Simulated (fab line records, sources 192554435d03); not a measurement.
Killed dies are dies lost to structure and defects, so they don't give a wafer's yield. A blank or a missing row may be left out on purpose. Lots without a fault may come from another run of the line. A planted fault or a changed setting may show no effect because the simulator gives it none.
Split-lot experiment | flow n5_finfet | 7 lots, 39 wafers read, on a route of 1938 steps

THE SPLIT
At N5_SD_EPI_N_DESCUM_14 (chemistry O2, time 7.9 s), the setting time_s was moved away from the recipe's 7.9 s on 15 of the 39 wafers read, by -47.2% to +54.2%. The other wafers ran this setting at the recipe's value.

The file shows no step between the split and the reading.

THE READING
CAR-ArF-block_of_SD_EPI_N_COAT_03.thk_nm (the simulator's own value, which no gauge read), in nm, at N5_SD_EPI_N_ETCH_34 (etches SiARC in CF4, target depth 45.5 nm, time 75.8 s). The file gives no usual value for it. The 24 wafers here that ran the recipe average 111.1 nm, standard deviation 0.44 nm.

wafer  | tool, chamber at the split | time_s as run, s | against the recipe | CAR-ArF-block_of_SD_EPI_N_COAT_03.thk_nm, nm | against lot-mates on the recipe
L075.1 | rie_diel-04, 0             | 12.18            | +54.2%             | 108.4                                        | -2.7
L075.2 | rie_diel-04, 3,2           | 7.9              | recipe             | 111                                          | -
L075.4 | rie_diel-04, 3,2           | 7.9              | recipe             | 111                                          | -
L075.3 | rie_diel-04, 1,2           | 12.18            | +54.2%             | 108.8                                        | -2.3
L075.6 | rie_diel-04, 1,2           | 12.18            | +54.2%             | 108.8                                        | -2.3
L075.5 | rie_diel-04, 3             | 7.9              | recipe             | 111.2                                        | -
L078.1 | rie_diel-01, 0             | 9.48             | +20.0%             | 110                                          | -1.3
L078.2 | rie_diel-01, 1,3           | 7.9              | recipe             | 111.4                                        | -
L078.4 | rie_diel-01, 1,3           | 7.9              | recipe             | 111.4                                        | -
L078.3 | rie_diel-01, 2             | 9.48             | +20.0%             | 110.4                                        | -0.9
L078.5 | rie_diel-01, 0             | 9.48             | +20.0%             | 110.2                                        | -1.1
L078.6 | rie_diel-01, 1             | 7.9              | recipe             | 111.2                                        | -
L079.1 | rie_diel-04, 3             | 7.9              | recipe             | 111                                          | -
L079.2 | rie_diel-04, 1             | 7.9              | recipe             | 110.6                                        | -
L079.3 | rie_diel-04, 0             | 7.9              | recipe             | 110.8                                        | -
L079.4 | rie_diel-04, 0             | 10.73            | +35.8%             | 109.6                                        | -1.2
L079.5 | rie_diel-04, 1             | 10.73            | +35.8%             | 109                                          | -1.8
L079.6 | rie_diel-04, 3             | 10.73            | +35.8%             | 109.4                                        | -1.4
L087.1 | rie_diel-03, 3             | 4.457            | -43.6%             | 112.4                                        | +1.7
L087.2 | rie_diel-03, 0             | 4.457            | -43.6%             | 112.8                                        | +2.1
L087.3 | rie_diel-03, 2             | 4.457            | -43.6%             | 112.6                                        | +1.9
L087.4 | rie_diel-03, 2,0           | 7.9              | recipe             | 110.6                                        | -
L087.5 | rie_diel-03, 2,0           | 7.9              | recipe             | 110.6                                        | -
L087.6 | rie_diel-03, 3             | 7.9              | recipe             | 110.8                                        | -
L088.2 | rie_diel-01, 1             | 7.9              | recipe             | 110.6                                        | -
L088.3 | rie_diel-01, 3             | 7.9              | recipe             | 110.6                                        | -
L088.4 | rie_diel-01, 1             | 7.9              | recipe             | 110.8                                        | -
L092.1 | rie_diel-01, 1             | 4.168            | -47.2%             | 113.2                                        | +2.5
L092.2 | rie_diel-01, 2             | 4.168            | -47.2%             | 113.4                                        | +2.7
L092.3 | rie_diel-01, 0             | 7.9              | recipe             | 110.8                                        | -
L092.4 | rie_diel-01, 3             | 7.9              | recipe             | 111                                          | -
L092.5 | rie_diel-01, 1             | 7.9              | recipe             | 110.4                                        | -
L092.6 | rie_diel-01, 0             | 4.168            | -47.2%             | 112.8                                        | +2.1
L093.1 | rie_diel-04, 0             | 7.9              | recipe             | 112.2                                        | -
L093.2 | rie_diel-04, 3,1           | 7.9              | recipe             | 111.4                                        | -
L093.4 | rie_diel-04, 3,1           | 7.9              | recipe             | 111.4                                        | -
L093.3 | rie_diel-04, 2,1           | 7.9              | recipe             | 111.6                                        | -
L093.5 | rie_diel-04, 2,1           | 7.9              | recipe             | 111.6                                        | -
L093.6 | rie_diel-04, 2             | 7.9              | recipe             | 111.8                                        | -
Where a row lists several chambers, the file gives one row for several wafers and doesn't say which wafer went through which chamber.

THE FIT
A straight line over all 39 wafers: CAR-ArF-block_of_SD_EPI_N_COAT_03.thk_nm changes by -0.0426 nm for each +1% of time_s; r = -0.94; the points scatter about the line by 0.39 nm.
The same after taking each lot's own level away (the mean of its wafers on the recipe; 39 wafers): -0.0461 nm for each +1%; r = -0.98; scatter 0.23 nm.
On that fit, the largest move of time_s shifts the reading by 2.5 nm.
The lots' own levels span 110.67 to 111.67 nm, that is 2.3 times the standard deviation above.
So the lot-to-lot level changes the slope little: the two slopes agree.
Check: with one of the wafers moved furthest among these (+54.2%) left out of the fit, the line predicts -2.45 nm for it against its lot-mates. It came out at -2.67 nm against them.

OTHER SPLITS ON THESE WAFERS
These wafers also went through other splits before the reading. Each is held against what the fit with the lots' levels taken away leaves over:
other split on the same wafers     | wafers away from the commonest value | r with CAR-ArF-block_of_SD_EPI_N_COAT_03.thk_nm (lot level and that fit taken away)
N5_FIN_SAQP_HM_DEP_03 target_thk_a | 9                                    | +0.24
N5_DUMMY_GATE_CVD_03 target_thk_a  | 33                                   | +0.19

THE WHOLE CHAIN: every reading that the file lists as answering this split, in the file's order
step                  | what it does                                           | reading                                                                                   | change (the file's fit)                | r (the file's)
N5_SD_EPI_N_DESCUM_14 | chemistry O2, time 7.9 s                               | CAR-ArF-block_of_SD_EPI_N_COAT_03.thk_nm (the simulator's own value, which no gauge read) | -0.0466 nm for each +1% of the setting | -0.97
N5_SD_EPI_N_ETCH_34   | etches SiARC in CF4, target depth 45.5 nm, time 75.8 s | CAR-ArF-block_of_SD_EPI_N_COAT_03.thk_nm (the simulator's own value, which no gauge read) | -0.046 nm for each +1% of the setting  | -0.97

THE FILE'S OWN FIT
CAR-ArF-block_of_SD_EPI_N_COAT_03.thk_nm changes by -0.046 nm for each +1% of time_s, r = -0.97.
